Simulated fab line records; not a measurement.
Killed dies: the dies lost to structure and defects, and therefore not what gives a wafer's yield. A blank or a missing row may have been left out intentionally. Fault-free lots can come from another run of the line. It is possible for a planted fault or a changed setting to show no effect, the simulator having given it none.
Which tool is to blame?    flow nand harc    6 lots, 18 wafers sampled, at 5 steps of a route of 1302

== WHAT THE GAUGES READ, wafer by wafer ==
NHARC_A_DECK1_JOINT_THK_MEAS_17: measures by ellipsometry.
lot   measured      on             thk nm (nm)
L957  day 16 13:00  film metro-01  70.7 72.0 71.3
L961  day 18 04:52  film metro-02  43.6 45.9 43.6
L965  day 19 23:10  film metro-01  45.2 45.7 44.7
L966  day 19 21:38  film metro-02  46.7 44.9 44.4
L968  day 21 05:34  film metro-02  42.9 45.5 45.2
L971  day 22 01:05  film metro-01  44.3 43.5 44.5

== EACH LOT AND THE TOOL THAT RAN IT (in order: tool; ch and the chambers of the sampled wafers; start) ==
lot   NHARC_A_CHANNEL_FILL_D1_ALD_14    NHARC_A_CHANNEL_FILL_D1_ETCHBACK_20  NHARC_A_CHANNEL_FILL_D1_ALD_25    NHARC_A_DECK1_JOINT_DEP_16
L957  ald hk-04 ch 0,1,3, day 13 02:58  rie diel-05 ch 1,2, day 13 23:05     ald hk-01 ch 0,3, day 14 12:28    pecvd-04 ch 0,1, day 16 12:43
L961  ald hk-04 ch 0,1,2, day 15 00:41  rie diel-05 ch 1,3, day 15 19:49     ald hk-02 ch 0,2,3, day 16 07:43  pecvd-01 ch 0,1, day 18 04:32
L965  ald hk-01 ch 0,1,3, day 16 13:37  rie diel-05 ch 1,2,3, day 17 06:57   ald hk-01 ch 0,2,3, day 17 18:54  pecvd-01 ch 0,1,2, day 19 22:53
L966  ald hk-01 ch 1,2, day 16 18:35    rie diel-05 ch 0,3, day 17 13:41     ald hk-02 ch 1,2,3, day 18 02:58  pecvd-03 ch 0,1,2, day 19 21:26
L968  ald hk-01 ch 1,2,3, day 18 05:37  rie diel-09 ch 1,3, day 18 22:44     ald hk-01 ch 0,1,2, day 19 11:26  pecvd-01 ch 1,2, day 21 05:18
L971  ald hk-04 ch 0,2,3, day 18 18:19  rie diel-07 ch 1,2, day 19 11:32     ald hk-02 ch 1,3, day 20 00:17    pecvd-03 ch 0,1,2, day 22 00:49
- NHARC_A_CHANNEL_FILL_D1_ALD_14: deposits SiO2, target thk 2.5 nm, pulse time 10 s, ald cycles 25.
- NHARC_A_CHANNEL_FILL_D1_ETCHBACK_20: etches the open film in C4F8/O2/Ar, target depth 27 nm, time 13.5 s.
- NHARC_A_CHANNEL_FILL_D1_ALD_25: deposits SiOx, target thk 60 nm, pulse time 10 s, ald cycles 600.
- NHARC_A_DECK1_JOINT_DEP_16: deposits SiO2, target thk 45 nm.

== THE ANSWER, worked out from the rows above alone ==
Rule: what is usual is taken from the lots themselves. Put in order of their means at a reading, lots are off if they are a third of the lots or fewer, leave a main group of 4 or more, and stand apart from it by a gap of 3 or more times the standard deviation of the main group's means; of several such gaps the widest counts. The tables above print the reading to a certain number of digits; a main group whose means all agree to those digits is not used. A lot without any number at a reading at which 4 lots or more have one is off too. Any other lot the step has rows for is counted as sound.
Off: L957, at NHARC_A_DECK1_JOINT_THK_MEAS_17 (thk nm). The main group: mean 44.7 nm, standard deviation 0.48.
A tool fits if, at a process step before that reading, it ran every lot that is off, and no sound lot after the first of them. The gauges at NHARC_A_DECK1_JOINT_THK_MEAS_17 are tried like those tools. One fits: pecvd-04 at NHARC_A_DECK1_JOINT_DEP_16. It ran no sound lot before its first lot that is off in this sample, so the start can't be narrowed down.

== WHAT THE SIMULATOR HAD INSERTED ==
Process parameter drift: pecvd-04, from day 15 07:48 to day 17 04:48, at NHARC_A_DECK1_JOINT_DEP_16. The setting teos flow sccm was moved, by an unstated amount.
Shown lots that were struck: L957. Same finding as the rule above.
